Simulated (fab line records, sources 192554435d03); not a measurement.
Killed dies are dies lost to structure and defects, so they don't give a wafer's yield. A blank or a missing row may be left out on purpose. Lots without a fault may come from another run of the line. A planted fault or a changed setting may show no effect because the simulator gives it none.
A struck lot beside a sound one | flow n5_finfet | 39 steps out of a route of 1938
Sound: wafers L455.1, L455.3, L455.4. Struck: wafers L454.1, L454.5. (L454.2 of the same lot was not struck and is left out.) The cause comes at the end.
At each step with rows: each side's tool, then ch and its chambers, then its first start. Under that, the readings that differ: sound wafers | struck wafers | difference of the means | sigmas: that difference in standard deviations of wafers without a fault.
alike: readings whose means differ by less than 2 such deviations, and words and numbers that are the same on both sides. not compared: withheld readings, readings that some wafer has no value for, bounds like >300 that may hide the same value, and numbers for which the record gives no deviation and whose values overlap.
The two part at a step that has a row with sigmas, a row that says differs or no value, or rows on one side only. Numbers that don't overlap but have no deviation are shown without sigmas and don't part them. A reading that every wafer of one side lacks parts them only if that side has two wafers or more.

first, 11 steps without rows for these wafers: N5_BEOL_M0_SAQP_DESCUM_19 (chemistry O2, time 7.9 s); N5_BEOL_M0_SAQP_ETCH_83 (etches SiARC in CF4, target depth 39 nm, time 65 s); N5_BEOL_M0_SAQP_ETCH_84 (etches SOC in N2/H2, target depth 100 nm, overetch 20 nm, time 150 s); N5_BEOL_M0_SAQP_STRIP_80 (strips in N2/H2); N5_BEOL_M0_SAQP_HM_OPEN_112 (chemistry CHF3/O2, target SiO2, stops on a-Si, target depth 12 nm, time 13.5 s); N5_BEOL_M0_SAQP_STRIP_113 (strips in CHF3/O2); N5_BEOL_M0_SAQP_MANDREL_ETCH_20 (etches a-Si in HBr/Cl2, stops on SiNx, target depth 60 nm, bt time 10 s, time 30 s); N5_BEOL_M0_SAQP_STRIP_86 (strips in N2/H2); N5_BEOL_M0_SAQP_STRIP_115 (strips in post etch residue remover, time 60 s); N5_BEOL_M0_SAQP_SRD_93 (time 30 s); N5_BEOL_M0_SAQP_RECESS_114 (chemistry HF/NH3, target SiO2, target depth 14.4 nm, afs cycles 3, sublimation time 60 s).
N5_BEOL_M0_SAQP_SPACER1_ALD_98: deposits SiO2, target thk 12.8 nm, pulse time 1 s, purge time 2 s.
  sound on ald_sin-01 ch 0,2,3, day 9 21:09; struck on ald_sin-04 ch 3, day 9 15:47
  reading                                               | sound          | struck  | difference | sigmas
  ald_cycles                                            | 138 138 138    | 103 103 | -35        |
  model.SiO2_of_BEOL_M0_SAQP_SPACER1_ALD_98.thk_nm (nm) | 12.8 12.8 12.8 | 9.6 9.4 | -3.3       |
  alike: heater_power_w, precursor_pulse_height_rel, susceptor_temp_C
then, 1 step without rows for these wafers: N5_BEOL_M0_SAQP_SPACER1_ETCHBACK_99 (etches SiO2 in CHF3/O2, target depth 15.4 nm, time 7.7 s).
N5_BEOL_M0_SAQP_MANDREL1_REMOVE_100: chemistry HBr/Cl2/O2, target a-Si, stops on SiNx, bt time 10 s.
  sound on rie_si-06 ch 1,2,3, day 9 21:43; struck on rie_si-03 ch 1,3, day 9 16:35
  reading                                               | sound        | struck  | difference | sigmas
  model.BEOL_M0_SAQP.cd_nm (nm)                         | 12.8 13 12.8 | 9.4 9.6 | -3.4       |
  model.SiO2_of_BEOL_M0_SAQP_SPACER1_ALD_98.thk_nm (nm) | 7.4 7.4 7.4  | 4.4 4.4 | -3.0       |
  alike: drypump_motor_current_A, oes_product_au, throttle_valve_pct
  not compared: rf_hours_counter_h
N5_BEOL_M0_SAQP_CD_MEAS_25: target cd 13.1 nm.
  sound on cd_sem-02 ch 0, day 9 21:50; struck on cd_sem-03 ch 0, day 9 16:41
  reading    | sound             | struck    | difference | sigmas
  cd_nm (nm) | 13.17 13.28 12.51 | 9.62 9.26 | -3.55      | -16
then, 22 steps without rows for these wafers: N5_BEOL_M0_SAQP_ETCH_101 (etches SiNx in CH3F/O2, target depth 29.9 nm, time 42.7 s); N5_BEOL_M0_SAQP_ETCH_102 (etches SiO2 in CF4, target depth 4 nm, time 4.4 s); N5_BEOL_M0_SAQP_MANDREL_ETCH_103 (etches a-Si in HBr/Cl2, stops on SiCN, target depth 45 nm, bt time 10 s, time 27 s); N5_BEOL_M0_SAQP_RECESS_104 (chemistry HF/NH3, target SiO2, target depth 18 nm, afs cycles 3, sublimation time 60 s); N5_BEOL_M0_SAQP_COAT_105 (time 60 s, resist thk 100 nm); N5_BEOL_M0_SAQP_ETCH_106 (etches SOC in N2/H2, stops on SiNx, target depth 150 nm); N5_BEOL_M0_SAQP_ETCH_107 (etches SiNx in CH3F/O2, target depth 30 nm); N5_BEOL_M0_SAQP_STRIP_108 (strips in N2/H2); N5_BEOL_M0_SAQP_RECESS_109 (chemistry HF/NH3, target SiO2, target depth 3 nm, afs cycles 1, sublimation time 60 s); N5_BEOL_M0_SAQP_SPACER2_ALD_26 (deposits SiO2, target thk 15 nm, pulse time 1 s, purge time 2 s); N5_BEOL_M0_SAQP_SPACER2_ETCHBACK_27 (etches SiO2 in CHF3/O2, target depth 22.5 nm, time 11.25 s); N5_BEOL_M0_SAQP_MANDREL2_REMOVE_110 (chemistry HBr/Cl2/O2, target a-Si, stops on SiCN, bt time 10 s); N5_BEOL_M0_SAQP_COAT_69 (time 60 s, resist thk 90 nm); N5_BEOL_M0_SAQP_COAT_72 (time 60 s, resist thk 15 nm); N5_BEOL_M0_SAQP_COAT_87 (time 60 s, resist thk 5 nm); N5_BEOL_M0_SAQP_COAT_34 (resist thk 30 nm); N5_BEOL_M0_SAQP_EBR_36; N5_BEOL_M0_SAQP_SOFTBAKE_35 (time 60 s); N5_BEOL_M0_SAQP_EXPOSE_37 (exposes mask M0 CUT1, target cd 30 nm); N5_BEOL_M0_SAQP_PEB_38 (peb time 60 s); N5_BEOL_M0_SAQP_DEVELOP_39 (develop time 30 s); N5_BEOL_M0_SAQP_DESCUM_45 (chemistry O2, time 7 s).
N5_BEOL_M4_RC_MEAS_101:
  the record has rows for the sound wafers here (prober-02 ch 0, day 12 15:33) and none for the struck ones
-- the record jumps here: 7 days lie between the struck wafers' starts before and after (it left off in module BEOL_M4 and takes up again in module PASSIVATION, whose first step shown is number 1936 of the route) --
N5_PASSIVATION_PROBE_49:
  sound on prober-01, day 16 20:37; struck on prober-02, day 16 17:05
  reading                  | sound          | struck    | difference | sigmas
  defect_limited_yield (%) | 88.1 88.8 88.6 | 0 0       | -88        | -59
  killed_at_M0_to_M3       | 62 55 63       | 1108 1110 | +1049      | +87
  killed_dies              | 140 132 134    | 1180 1180 | +1045      | +58
  killed_on_rim            | 25 17 21       | 152 152   | +131       | +32
  killed_open              | 99 80 86       | 57 53     | -33        | -3
  sort_bin_5_function (%)  | 6.9 6.4 7.6    | 96.1 96.2 | +89.2      | +89
  sort_n_pass              | 1040 1048 1046 | 0 0       | -1045      | -58
  sort_yield_pct (%)       | 88.1 88.8 88.6 | 0 0       | -88        | -59
  alike: killed_at_M4_up, killed_at_contacts, killed_at_front_end, killed_at_other, killed_short, sort_bin_6_memory

WHERE THEY PART
First at N5_BEOL_M0_SAQP_CD_MEAS_25; last, within this record, at N5_PASSIVATION_PROBE_49.

WHY: what the simulator had put in
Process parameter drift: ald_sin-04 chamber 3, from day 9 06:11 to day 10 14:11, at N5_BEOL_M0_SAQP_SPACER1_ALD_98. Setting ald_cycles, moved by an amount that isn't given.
